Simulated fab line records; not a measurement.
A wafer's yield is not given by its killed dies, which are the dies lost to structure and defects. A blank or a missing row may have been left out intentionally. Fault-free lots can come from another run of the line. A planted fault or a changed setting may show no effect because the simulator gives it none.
fab line records || flow n5-finfet
record: {"lots": 7, "wafers": 39}
route steps=1938 shown PASSIVATION@1923
start-h: start of the lot's first displayed wafer, in hours after the record's first day || wait-h: hours since the lot's step before || " as in the row above || L1.1+2: one row covering several wafers at once || - no value, or no start was given || * or withheld: withheld || < > ~ a bound
route shown NAME@n: NAME is a module with steps in the file, n the number in the route of the first one || usual: average and standard deviation across the fault-free wafers || same: alike in all rows || chamber/n: place in a boat || sites: readings site by site || _std_site: the values' standard deviation || _edge_site: inner sites' mean taken away from outer sites' mean || radius-mm: how far each site lies from the wafer's centre || mask NAME#n: copy n || behind: tool/chamber where the wafer was last shaped || hold: the reason the lot was held/the length of the hold in hours/how it ended || device: the n, p or np transistor that did not switch || end of line: the same wafers' tests at the end of the route || a step with no rows: only its recipe || killed: at the first sort, the dies lost to defects and structure; wafer yield is something else || map: per-die view of a wafer (x killed, . not killed, _ where there is no die)
set.NAME: the setting the step ran with; set.NAME@STEP: the setting that earlier step ran with || model.NAME: the simulator's own value behind a step, which no gauge read
lots whose settings were changed on purpose; a table a step, a row a wafer
== steps ==
step: N5_PASSIVATION_DEVELOP_43
recipe: {"develop-time-s": 60, "rinse-liquid": "diw", "dry": "air-spin", "dev-temp-c": 21}
{"lot.wafer": "L075.1+2+3", "tool": "litho-track-01", "chamber": 0, "start-h": "-", "wait-h": "-", "set.develop-time-s": 87.31}
{"lot.wafer": "L075.4+5+6", "tool": "litho-track-01", "chamber": 0, "start-h": "-", "wait-h": "-", "set.develop-time-s": 60}
{"lot.wafer": "L079.1+4+6", "tool": "litho-track-05", "chamber": 0, "start-h": "-", "wait-h": "-", "set.develop-time-s": 60}
{"lot.wafer": "L079.2+3+5", "tool": "litho-track-05", "chamber": 0, "start-h": "-", "wait-h": "-", "set.develop-time-s": 38.22}
{"lot.wafer": "L084.1+2+3", "tool": "litho-track-01", "chamber": 0, "start-h": "-", "wait-h": "-", "set.develop-time-s": 60}
{"lot.wafer": "L084.4+5+6", "tool": "litho-track-01", "chamber": 0, "start-h": "-", "wait-h": "-", "set.develop-time-s": 35.55}
{"lot.wafer": "L085.2+4+6", "tool": "litho-track-01", "chamber": 0, "start-h": "-", "wait-h": "-", "set.develop-time-s": 60}
{"lot.wafer": "L092.1+2+6", "tool": "litho-track-01", "chamber": 0, "start-h": "-", "wait-h": "-", "set.develop-time-s": 60}
{"lot.wafer": "L092.3+4+5", "tool": "litho-track-01", "chamber": 0, "start-h": "-", "wait-h": "-", "set.develop-time-s": 86.14}
{"lot.wafer": "L096.1+5+6", "tool": "litho-track-01", "chamber": 0, "start-h": "-", "wait-h": "-", "set.develop-time-s": 24.87}
{"lot.wafer": "L096.2+3+4", "tool": "litho-track-01", "chamber": 0, "start-h": "-", "wait-h": "-", "set.develop-time-s": 60}
{"lot.wafer": "L097.1+3+5", "tool": "litho-track-01", "chamber": 0, "start-h": "-", "wait-h": "-", "set.develop-time-s": 60}
{"lot.wafer": "L097.2+4+6", "tool": "litho-track-01", "chamber": 0, "start-h": "-", "wait-h": "-", "set.develop-time-s": 39.67}
step: N5_PASSIVATION_HARDBAKE_45
recipe: {"temp-c": 130, "time-s": 120}
step: N5_PASSIVATION_CD_MEAS_44
recipe: {"target-cd-nm": 40000, "landing-energy-ev": 500, "detector": "se-inlens"}
usual: {"cd-nm": "40000/3.3"}
{"lot.wafer": "L075.1", "tool": "cd-sem-03", "chamber": 0, "start-h": 267.07, "wait-h": "-", "set.develop-time-s@PASSIVATION_DEVELOP_43": 87.31, "cd-nm": "-"}
{"lot.wafer": "L075.2", "tool": "cd-sem-03", "chamber": 0, "start-h": 267.07, "wait-h": "-", "set.develop-time-s@PASSIVATION_DEVELOP_43": 87.31, "cd-nm": "-"}
{"lot.wafer": "L075.3", "tool": "cd-sem-03", "chamber": 0, "start-h": 267.07, "wait-h": "-", "set.develop-time-s@PASSIVATION_DEVELOP_43": 87.31, "cd-nm": 40020}
{"lot.wafer": "L075.4", "tool": "cd-sem-03", "chamber": 0, "start-h": 267.07, "wait-h": "-", "set.develop-time-s@PASSIVATION_DEVELOP_43": 60, "cd-nm": "-"}
{"lot.wafer": "L075.5", "tool": "cd-sem-03", "chamber": 0, "start-h": 267.07, "wait-h": "-", "set.develop-time-s@PASSIVATION_DEVELOP_43": 60, "cd-nm": 40007}
{"lot.wafer": "L075.6", "tool": "cd-sem-03", "chamber": 0, "start-h": 267.07, "wait-h": "-", "set.develop-time-s@PASSIVATION_DEVELOP_43": 60, "cd-nm": 40006}
{"lot.wafer": "L079.1", "tool": "cd-sem-03", "chamber": 0, "start-h": 293.68, "wait-h": "-", "set.develop-time-s@PASSIVATION_DEVELOP_43": 60, "cd-nm": 40000}
{"lot.wafer": "L079.2", "tool": "cd-sem-03", "chamber": 0, "start-h": 293.68, "wait-h": "-", "set.develop-time-s@PASSIVATION_DEVELOP_43": 38.22, "cd-nm": 39980}
{"lot.wafer": "L079.3", "tool": "cd-sem-03", "chamber": 0, "start-h": 293.68, "wait-h": "-", "set.develop-time-s@PASSIVATION_DEVELOP_43": 38.22, "cd-nm": 39979}
{"lot.wafer": "L079.4", "tool": "cd-sem-03", "chamber": 0, "start-h": 293.68, "wait-h": "-", "set.develop-time-s@PASSIVATION_DEVELOP_43": 60, "cd-nm": 39998}
{"lot.wafer": "L079.5", "tool": "cd-sem-03", "chamber": 0, "start-h": 293.68, "wait-h": "-", "set.develop-time-s@PASSIVATION_DEVELOP_43": 38.22, "cd-nm": 39978}
{"lot.wafer": "L079.6", "tool": "cd-sem-03", "chamber": 0, "start-h": 293.68, "wait-h": "-", "set.develop-time-s@PASSIVATION_DEVELOP_43": 60, "cd-nm": 39996}
{"lot.wafer": "L084.1", "tool": "cd-sem-03", "chamber": 0, "start-h": 326.94, "wait-h": "-", "set.develop-time-s@PASSIVATION_DEVELOP_43": 60, "cd-nm": 39999}
{"lot.wafer": "L084.2", "tool": "cd-sem-03", "chamber": 0, "start-h": 326.94, "wait-h": "-", "set.develop-time-s@PASSIVATION_DEVELOP_43": 60, "cd-nm": 39997}
{"lot.wafer": "L084.3", "tool": "cd-sem-03", "chamber": 0, "start-h": 326.94, "wait-h": "-", "set.develop-time-s@PASSIVATION_DEVELOP_43": 60, "cd-nm": 40003}
{"lot.wafer": "L084.4", "tool": "cd-sem-03", "chamber": 0, "start-h": 326.94, "wait-h": "-", "set.develop-time-s@PASSIVATION_DEVELOP_43": 35.55, "cd-nm": 39981}
{"lot.wafer": "L084.5", "tool": "cd-sem-03", "chamber": 0, "start-h": 326.94, "wait-h": "-", "set.develop-time-s@PASSIVATION_DEVELOP_43": 35.55, "cd-nm": 39975}
{"lot.wafer": "L084.6", "tool": "cd-sem-03", "chamber": 0, "start-h": 326.94, "wait-h": "-", "set.develop-time-s@PASSIVATION_DEVELOP_43": 35.55, "cd-nm": 39979}
{"lot.wafer": "L085.2", "tool": "cd-sem-03", "chamber": 0, "start-h": 332.42, "wait-h": "-", "set.develop-time-s@PASSIVATION_DEVELOP_43": 60, "cd-nm": 40007}
{"lot.wafer": "L085.4", "tool": "cd-sem-03", "chamber": 0, "start-h": 332.42, "wait-h": "-", "set.develop-time-s@PASSIVATION_DEVELOP_43": 60, "cd-nm": 40002}
{"lot.wafer": "L085.6", "tool": "cd-sem-03", "chamber": 0, "start-h": 332.42, "wait-h": "-", "set.develop-time-s@PASSIVATION_DEVELOP_43": 60, "cd-nm": 40002}
{"lot.wafer": "L092.1", "tool": "cd-sem-02", "chamber": 0, "start-h": 374.49, "wait-h": "-", "set.develop-time-s@PASSIVATION_DEVELOP_43": 60, "cd-nm": 39995}
{"lot.wafer": "L092.2", "tool": "cd-sem-02", "chamber": 0, "start-h": 374.49, "wait-h": "-", "set.develop-time-s@PASSIVATION_DEVELOP_43": 60, "cd-nm": 39996}
{"lot.wafer": "L092.3", "tool": "cd-sem-02", "chamber": 0, "start-h": 374.49, "wait-h": "-", "set.develop-time-s@PASSIVATION_DEVELOP_43": 86.14, "cd-nm": 40010}
{"lot.wafer": "L092.4", "tool": "cd-sem-02", "chamber": 0, "start-h": 374.49, "wait-h": "-", "set.develop-time-s@PASSIVATION_DEVELOP_43": 86.14, "cd-nm": 40009}
{"lot.wafer": "L092.5", "tool": "cd-sem-02", "chamber": 0, "start-h": 374.49, "wait-h": "-", "set.develop-time-s@PASSIVATION_DEVELOP_43": 86.14, "cd-nm": 40014}
{"lot.wafer": "L092.6", "tool": "cd-sem-02", "chamber": 0, "start-h": 374.49, "wait-h": "-", "set.develop-time-s@PASSIVATION_DEVELOP_43": 60, "cd-nm": 39995}
{"lot.wafer": "L096.1", "tool": "cd-sem-03", "chamber": 0, "start-h": 393.36, "wait-h": "-", "set.develop-time-s@PASSIVATION_DEVELOP_43": 24.87, "cd-nm": 39967}
{"lot.wafer": "L096.2", "tool": "cd-sem-03", "chamber": 0, "start-h": 393.36, "wait-h": "-", "set.develop-time-s@PASSIVATION_DEVELOP_43": 60, "cd-nm": 40004}
{"lot.wafer": "L096.3", "tool": "cd-sem-03", "chamber": 0, "start-h": 393.36, "wait-h": "-", "set.develop-time-s@PASSIVATION_DEVELOP_43": 60, "cd-nm": 40002}
{"lot.wafer": "L096.4", "tool": "cd-sem-03", "chamber": 0, "start-h": 393.36, "wait-h": "-", "set.develop-time-s@PASSIVATION_DEVELOP_43": 60, "cd-nm": 40004}
{"lot.wafer": "L096.5", "tool": "cd-sem-03", "chamber": 0, "start-h": 393.36, "wait-h": "-", "set.develop-time-s@PASSIVATION_DEVELOP_43": 24.87, "cd-nm": 39968}
{"lot.wafer": "L096.6", "tool": "cd-sem-03", "chamber": 0, "start-h": 393.36, "wait-h": "-", "set.develop-time-s@PASSIVATION_DEVELOP_43": 24.87, "cd-nm": 39963}
{"lot.wafer": "L097.1", "tool": "cd-sem-01", "chamber": 0, "start-h": 396.37, "wait-h": "-", "set.develop-time-s@PASSIVATION_DEVELOP_43": 60, "cd-nm": 39997}
{"lot.wafer": "L097.2", "tool": "cd-sem-01", "chamber": 0, "start-h": 396.37, "wait-h": "-", "set.develop-time-s@PASSIVATION_DEVELOP_43": 39.67, "cd-nm": 39980}
{"lot.wafer": "L097.3", "tool": "cd-sem-01", "chamber": 0, "start-h": 396.37, "wait-h": "-", "set.develop-time-s@PASSIVATION_DEVELOP_43": 60, "cd-nm": "-"}
{"lot.wafer": "L097.4", "tool": "cd-sem-01", "chamber": 0, "start-h": 396.37, "wait-h": "-", "set.develop-time-s@PASSIVATION_DEVELOP_43": 39.67, "cd-nm": "-"}
{"lot.wafer": "L097.5", "tool": "cd-sem-01", "chamber": 0, "start-h": 396.37, "wait-h": "-", "set.develop-time-s@PASSIVATION_DEVELOP_43": 60, "cd-nm": 39997}
{"lot.wafer": "L097.6", "tool": "cd-sem-01", "chamber": 0, "start-h": 396.37, "wait-h": "-", "set.develop-time-s@PASSIVATION_DEVELOP_43": 39.67, "cd-nm": "-"}
== key ==
split: {"step": "N5_PASSIVATION_DEVELOP_43", "setting": "develop-time-s", "stated": 60, "by": "wafer"}
response: {"step": "N5_PASSIVATION_CD_MEAS_44", "reading": "cd-nm", "change": "+0.508", "per": "1%", "r": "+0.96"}
